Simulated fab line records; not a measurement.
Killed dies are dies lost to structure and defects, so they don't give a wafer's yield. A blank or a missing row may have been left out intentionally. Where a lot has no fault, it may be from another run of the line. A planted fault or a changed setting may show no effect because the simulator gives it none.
Matching of chambers    flow n5Finfet    3 sister chambers for N5_BEOL_M3_CO_CAP_55 on cvdCo-01
The step material Co, precursor CCTBA/H2, target thk 2 nm, time 102.1 s. 3 wafers are shown with their chamber, then 7 later ones without.

WAFERS PAIRED WITH THEIR CHAMBERS
wafer   chamber  heaterPowerW (W)
L883.3  0        213
L883.4  1        259
L893.4  2        242

WAFERS WITHOUT THEIR CHAMBER
wafer   heaterPowerW (W)
L893.6  261
L901.1  256
L901.2  237
L901.4  261
L900.2  238
L900.3  255
L900.4  233

WHICH CHAMBER EACH WENT THROUGH
wafer   from the rows above      in truth
L893.6  1                        1
L901.1  1                        1
L901.2  2                        2
L901.4  1                        1
L900.2  2                        2
L900.3  can't be placed: 1 or 2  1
L900.4  2                        2
Correctly placed: 6 of 7. Cannot be placed on the basis of these rows: 1; the candidates contain the true chamber in 1. Wrongly placed: 0.
How it was worked out, from the rows above alone: a wafer's distance from a chamber is the root of the sum, over the readings, of the square of ((its reading less the chamber's mean) divided by the reading's scatter). The wafer belongs to the nearest chamber; if the next one is less than 2 further off, it can't be placed. Each chamber's mean is taken over the wafers shown for it. The scatter: root of mean squared gap, hidden wafer to nearest shown wafer, with one shown wafer a chamber.
